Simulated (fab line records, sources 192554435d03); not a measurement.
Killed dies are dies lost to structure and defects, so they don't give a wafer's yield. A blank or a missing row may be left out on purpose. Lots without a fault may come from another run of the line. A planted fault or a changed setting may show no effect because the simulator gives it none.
Chamber matching | flow n5_finfet | N5_BEOL_M11_DESCUM_16 on rie_diel-05: 4 sister chambers
The step chemistry O2, time 7.9 s. 24 wafers are shown with their chamber, then 12 later ones without.

WAFERS WITH THEIR CHAMBER
wafer  | chamber | showerhead_plenum_p_Torr (Torr) | throttle_valve_pct (%) | drypump_motor_current_A (A)
L074.1 | 3       | 2.22                            | 20.50                  | 6.14
L074.2 | 0       | 2.01                            | 20.72                  | 5.86
L074.3 | 1       | 2.07                            | 20.00                  | 5.72
L075.2 | 3       | 2.22                            | 20.52                  | 6.14
L075.3 | 0       | 2.01                            | 20.71                  | 5.83
L075.6 | 1       | 2.07                            | 20.01                  | 5.72
L076.2 | 0       | 2.01                            | 20.72                  | 5.83
L076.5 | 0       | 2.01                            | 20.72                  | 5.82
L076.6 | 3       | 2.22                            | 20.52                  | 6.13
L078.2 | 3       | 2.22                            | 20.51                  | 6.14
L078.4 | 2       | 2.11                            | 20.23                  | 5.59
L078.6 | 3       | 2.22                            | 20.52                  | 6.13
L082.2 | 2       | 2.11                            | 20.22                  | 5.57
L082.3 | 1       | 2.06                            | 20.04                  | 5.75
L082.6 | 2       | 2.11                            | 20.24                  | 5.58
L088.2 | 2       | 2.11                            | 20.24                  | 5.60
L088.4 | 3       | 2.21                            | 20.55                  | 6.12
L088.6 | 3       | 2.21                            | 20.55                  | 6.10
L089.2 | 1       | 2.06                            | 20.06                  | 5.76
L089.3 | 2       | 2.11                            | 20.25                  | 5.57
L089.6 | 0       | 2.00                            | 20.76                  | 5.86
L090.4 | 1       | 2.06                            | 20.06                  | 5.70
L090.5 | 2       | 2.10                            | 20.25                  | 5.57
L090.6 | 1       | 2.06                            | 20.06                  | 5.70

SIGNATURES (means of the wafers above)
reading                  | chamber 0 | chamber 1 | chamber 2 | chamber 3 | scatter within a chamber
showerhead_plenum_p_Torr | 2.0080    | 2.0633    | 2.1083    | 2.2171    | 0.00469
throttle_valve_pct       | 20.7260   | 20.0383   | 20.2383   | 20.5243   | 0.0201
drypump_motor_current_A  | 5.8400    | 5.7250    | 5.5800    | 6.1286    | 0.0182
Rule: a wafer's distance from a chamber is the root of the sum, over the readings, of the square of ((its reading less the chamber's mean) divided by the reading's scatter). The wafer belongs to the nearest chamber; if the next one is less than 2 further off, it can't be placed. The scatter: the root of (the sum of the squares of (reading less its chamber's mean) over the shown wafers, divided by (wafers less chambers)).

WAFERS WITHOUT THEIR CHAMBER
wafer  | showerhead_plenum_p_Torr (Torr) | throttle_valve_pct (%) | drypump_motor_current_A (A)
L091.1 | 2.06                            | 20.06                  | 5.76
L091.4 | 2.21                            | 20.56                  | 6.05
L091.5 | 2.00                            | 20.75                  | 5.83
L092.1 | 2.06                            | 20.08                  | 5.73
L092.2 | 2.21                            | 20.57                  | 6.10
L092.4 | 2.10                            | 20.25                  | 5.57
L094.4 | 1.99                            | 20.76                  | 5.84
L094.5 | 2.10                            | 20.26                  | 5.60
L094.6 | 2.21                            | 20.56                  | 6.13
L097.3 | 2.05                            | 20.06                  | 5.74
L097.4 | 1.99                            | 20.79                  | 5.84
L097.6 | 2.05                            | 20.06                  | 5.74

WHICH CHAMBER EACH WENT THROUGH
wafer  | from the rows above | in truth
L091.1 | 1                   | 1
L091.4 | 3                   | 3
L091.5 | 0                   | 0
L092.1 | 1                   | 1
L092.2 | 3                   | 3
L092.4 | 2                   | 2
L094.4 | 0                   | 0
L094.5 | 2                   | 2
L094.6 | 3                   | 3
L097.3 | 1                   | 1
L097.4 | 0                   | 0
L097.6 | 1                   | 1
Placed correctly: 12 of 12. Can't be placed from these rows: 0. Placed wrongly: 0.
